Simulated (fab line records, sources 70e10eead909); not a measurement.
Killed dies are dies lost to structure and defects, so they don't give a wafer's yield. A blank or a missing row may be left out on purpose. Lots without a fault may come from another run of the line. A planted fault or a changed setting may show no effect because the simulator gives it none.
fab line records | flow nand_harc
record lots=14 wafers=42 last_day=34
route steps=1302 shown A_ONON_D1@447 A_CHANNEL_HOLE_D1@463 A_CHANNEL_FILL_D1@492
lots that met no fault: from a run of the same line without faults
start_h: hours from the record's first day to the start of the lot's first wafer shown | wait_h: hours since the lot's step before | " the same as in the row above | L1.1+2: a row that stands for several wafers | - no value, or no start given | * or withheld: withheld | < > ~ a bound
route shown NAME@n: a module of which the file shows steps, and the number in the route of the first | usual: mean/standard deviation of fault-free wafers | same: alike in all rows | chamber/n: place in a boat | sites: the reading at each site | _std_site: their standard deviation | _edge_site: outer sites' mean less inner sites' | radius_mm: how far each site lies from the wafer's centre | mask NAME#n: copy n | behind: the tool/chamber that last shaped the wafer | hold: why the lot was held/for how many hours/how that ended | device: the transistor (n, p or np) that didn't switch | end of line: the same wafers' tests at the end of the route | a step without rows: its recipe alone | killed: dies lost to structure and defects at the first sort, not the wafer's yield | map: a wafer's dies, x killed, . not, _ none there
set.NAME: the setting as run; set.NAME@STEP: as run at that earlier step | model.NAME: the simulator's own value behind a step, which no gauge read
steps of the route over a sample of lots; a table a step, a row a wafer
services: from which hour (start_h, from the record's first day; less than 0 if before it) a tool's chamber was out of use, for how many hours, and why
## steps
# step NHARC_A_ONON_D1_THK_MEAS_34
# recipe thk_meas_gauge=ellipsometry
# usual thk_nm=199.4/2.7
# columns lot.wafer tool chamber start_h wait_h thk_nm
L981.1 film_metro-02 - 169.30 - 200.6
L981.2 " - " " 196.4
L981.4 " - " " 203.5
L982.1 film_metro-01 - 186.68 - 193.6
L982.2 " - " " 198.3
L982.5 " - " " 197.8
L984.1 film_metro-02 - 203.52 - 198.4
L984.2 " - " " 201.7
L984.4 " - " " 205.0
L986.1 film_metro-01 - 219.10 - 194.6
L986.2 " - " " 198.1
L986.4 " - " " 198.8
L987.2 film_metro-02 - 229.32 - 200.0
L987.3 " - " " 195.4
L987.5 " - " " 201.6
L996.1 film_metro-02 - 316.87 - 196.6
L996.2 " - " " 202.4
L996.4 " - " " 198.1
L995.2 film_metro-01 - 317.12 - 194.9
L995.4 " - " " 203.0
L995.5 " - " " 195.4
L997.1 film_metro-02 - 335.21 - 198.8
L997.3 " - " " 198.5
L997.4 " - " " 200.8
L999.2 film_metro-02 - 353.35 - 199.6
L999.3 " - " " 194.3
L999.5 " - " " 200.9
L998.2 film_metro-02 - 353.35 - 195.9
L998.3 " - " " 199.0
L998.6 " - " " 201.3
L100.2 film_metro-02 - 369.89 - 195.8
L100.3 " - " " 198.9
L100.6 " - " " 199.7
L102.2 film_metro-01 - 382.84 - 194.5
L102.4 " - " " 199.2
L102.5 " - " " 201.2
L103.2 film_metro-02 - 392.45 - 197.8
L103.4 " - " " 201.4
L103.6 " - " " 199.6
L104.1 film_metro-01 - 414.44 - 198.1
L104.3 " - " " 199.2
L104.5 " - " " 200.9
# step NHARC_A_CHANNEL_HOLE_D1_OVL_MEAS_11
# usual overlay_x_nm=0.0/0.85 overlay_y_nm=-0.2/0.82
# columns lot.wafer tool chamber start_h wait_h overlay_x_nm overlay_y_nm
L981.1 overlay-02 - 175.05 - -0.4 -0.4
L981.2 " - " " 0.0 -0.2
L981.4 " - " " -0.9 -0.1
L982.1 overlay-02 - 193.03 - 0.0 -0.9
L982.2 " - " " 0.8 -1.1
L982.5 " - " " -0.2 -1.1
L984.1 overlay-02 - 206.25 - -0.1 0.5
L984.2 " - " " 0.5 0.6
L984.4 " - " " 0.0 0.1
L986.1 overlay-02 - 223.64 - -2.0 0.1
L986.2 " - " " -1.7 -0.3
L986.4 " - " " -1.9 -0.6
L987.2 overlay-02 - 232.39 - 1.5 0.5
L987.3 " - " " 2.1 0.3
L987.5 " - " " 1.3 0.6
L996.1 overlay-01 - 321.30 - 1.9 -1.0
L996.2 " - " " 1.6 -1.6
L996.4 " - " " 1.8 -1.2
L995.2 overlay-01 - 322.71 - -0.1 -0.1
L995.4 " - " " -0.2 0.1
L995.5 " - " " -0.2 0.2
L997.1 overlay-01 - 338.65 - 0.3 -0.4
L997.3 " - " " -0.1 -0.6
L997.4 " - " " -0.1 -0.2
L999.2 overlay-02 - 356.19 - -0.8 0.5
L999.3 " - " " -0.8 0.1
L999.5 " - " " -0.6 0.5
L998.2 overlay-01 - 356.35 - 0.1 -0.7
L998.3 " - " " 0.8 0.1
L998.6 " - " " 0.4 -1.0
L100.2 overlay-01 - 372.75 - 0.5 -0.6
L100.3 " - " " 0.5 -1.6
L100.6 " - " " 0.4 -1.5
L102.2 overlay-01 - 387.64 - 0.2 -1.2
L102.4 " - " " 0.4 -1.0
L102.5 " - " " 0.6 -1.4
L103.2 overlay-02 - 395.22 - -0.7 -0.4
L103.4 " - " " -0.4 -0.5
L103.6 " - " " -0.1 -0.4
L104.1 overlay-02 - 417.85 - -0.2 0.2
L104.3 " - " " -0.5 -0.2
L104.5 " - " " -0.9 0.0
# step NHARC_A_CHANNEL_HOLE_D1_INSPECT_40
# usual raw_defect_count=70/27
# columns lot.wafer tool chamber start_h wait_h raw_defect_count
L981.1 defect_inspect-02 - 182.02 - 100
L981.2 " - " " 118
L981.4 " - " " 92
L982.1 defect_inspect-01 - 200.34 - 102
L982.2 " - " " 107
L982.5 " - " " 122
L984.1 defect_inspect-02 - 213.42 - 40
L984.2 " - " " 59
L984.4 " - " " 36
L986.1 defect_inspect-02 - 232.74 - 53
L986.2 " - " " 37
L986.4 " - " " 34
L987.2 defect_inspect-01 - 241.64 - 61
L987.3 " - " " 56
L987.5 " - " " 55
L995.2 defect_inspect-02 - 329.85 - 51
L995.4 " - " " 42
L995.5 " - " " 35
L996.1 defect_inspect-02 - 332.51 - 103
L996.2 " - " " 93
L996.4 " - " " 121
L997.1 defect_inspect-01 - 345.74 - 69
L997.3 " - " " 69
L997.4 " - " " 60
L999.2 defect_inspect-01 - 363.23 - 65
L999.3 " - " " 64
L999.5 " - " " 54
L998.2 defect_inspect-02 - 364.69 - 92
L998.3 " - " " 101
L998.6 " - " " 102
L100.2 defect_inspect-02 - 379.79 - 49
L100.3 " - " " 41
L100.6 " - " " 64
L102.2 defect_inspect-01 - 394.63 - 74
L102.4 " - " " 74
L102.5 " - " " 97
L103.2 defect_inspect-01 - 405.34 - 42
L103.4 " - " " 35
L103.6 " - " " 39
L104.1 defect_inspect-02 - 425.04 - 71
L104.3 " - " " 56
L104.5 " - " " 53
# step NHARC_A_CHANNEL_FILL_D1_ALD_02
# recipe target_thk_a=60 pulse_time_s=10 ald_cycles=60 temp_c=300 material=SiO2
# usual ald_cycles=60/0 heater_power_w=474/57 precursor_pulse_height_rel=1.004/0.018
# columns lot.wafer tool chamber start_h wait_h ald_cycles heater_power_w precursor_pulse_height_rel
L981.1 ald_hk-02 3 182.22 - 60 379 1.005
L981.4 " 0 " " 60 494 0.986
L981.2 " 1 " " 60 536 1.028
L982.1 ald_hk-03 3 202.82 - 60 532 0.992
L982.2 " 0 " " 60 436 1.022
L982.5 " 3 " " 60 541 1.012
L984.2 ald_hk-02 1 213.75 - 60 549 1.011
L984.1 " 2 " " 60 534 0.999
L984.4 " 3 " " 60 383 1.003
L986.1 ald_hk-02 1 233.00 - 65 527 1.019
L986.4 " 2 " " 60 547 1.005
L986.2 " 3 " " 65 399 0.984
L987.2 ald_hk-02 2 244.24 - 65 536 1.009
L987.3 " 3 " " 60 389 1.001
L987.5 " 1 " " 60 525 1.016
L995.4 ald_hk-02 0 330.11 - 60 501 1.026
L995.2 " 2 " " 60 539 0.969
L995.5 " 3 " " 60 384 1.028
L996.2 ald_hk-03 3 332.78 - 60 527 0.990
L996.4 " 0 " " 60 418 1.036
L996.1 " 1 " " 60 407 1.020
L997.4 ald_hk-03 0 346.01 - 60 417 1.016
L997.1 " 1 " " 60 409 1.003
L997.3 " 2 " " 60 431 0.985
L999.2 ald_hk-02 0 363.42 - 60 516 0.995
L999.3 " 2 " " 60 531 1.005
L999.5 " 1 " " 60 520 0.996
L998.3 ald_hk-02 1 364.88 - 60 516 1.036
L998.2 " 0 " " 60 490 1.022
L998.6 " 1 " " 60 509 1.007
L100.3 ald_hk-02 1 380.13 - 60 501 0.971
L100.2 " 2 " " 60 529 1.047
L100.6 " 3 " " 60 372 1.006
L102.2 ald_hk-02 3 394.97 - 60 378 0.979
L102.4 " 0 " " 60 495 1.019
L102.5 " 1 " " 60 522 0.984
L103.4 ald_hk-03 0 405.53 - 60 419 1.032
L103.2 " 2 " " 60 448 1.036
L103.6 " 0 " " 60 425 1.036
L104.3 ald_hk-03 0 425.34 - 60 419 1.007
L104.1 " 2 " " 60 448 1.022
L104.5 " 3 " " 60 534 1.000
## services
# columns tool chamber start_h hours kind
ald_hk-02 - 170.02 10.0 pm
ald_hk-02 0 170.02 10.0 vent_cycle
ald_hk-02 1 170.02 10.0 vent_cycle
ald_hk-02 2 170.02 10.0 vent_cycle
ald_hk-02 3 170.02 10.0 vent_cycle
ald_hk-02 0 180.02 - clean
ald_hk-02 1 180.02 - clean
ald_hk-02 2 180.02 - clean
ald_hk-02 3 180.02 - clean
ald_hk-03 - 212.44 10.0 pm
ald_hk-03 0 212.44 10.0 vent_cycle
ald_hk-03 1 212.44 10.0 vent_cycle
ald_hk-03 2 212.44 10.0 vent_cycle
ald_hk-03 3 212.44 10.0 vent_cycle
ald_hk-03 0 222.44 - clean
ald_hk-03 1 222.44 - clean
ald_hk-03 2 222.44 - clean
ald_hk-02 0 351.26 10.0 vent_cycle
ald_hk-02 3 351.26 10.0 vent_cycle
ald_hk-02 0 361.26 - clean
ald_hk-02 1 361.26 - clean
ald_hk-02 2 361.26 - clean
ald_hk-02 3 361.26 - clean
ald_hk-03 - 390.44 10.0 pm
## key
first_sign step=NHARC_A_CHANNEL_FILL_D1_ALD_02 reading=ald_cycles direction=up sigmas=99+ usual=60 struck=65
effect none on later readings
met_at NHARC_A_CHANNEL_FILL_D1_ALD_02
struck_lots L986,L987
struck_wafers L986.1,L986.2,L987.2
tester_left_out L986,L987
not_acting_at NHARC_A_ONON_D1_THK_MEAS_34,NHARC_A_CHANNEL_HOLE_D1_OVL_MEAS_11,NHARC_A_CHANNEL_HOLE_D1_INSPECT_40
onset_between 213.75 233.00
fault kind=process_parameter_drift tool=ald_hk-02 chamber=- onset_h=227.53 steps=NHARC_A_CHANNEL_FILL_D1_ALD_02 channel=ald_cycles offset=5 shape=step end_h=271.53 scope=struck_wafers_only acts_in=these_recipes_only stated=60
# tester_left_out: of these lots the tester's yield and bins aren't shown, on N5 and GAA mostly nor the transistor test; their killed dies are dies lost to structure and defects alone, not to doping, threshold or leakage, so they don't give the yield
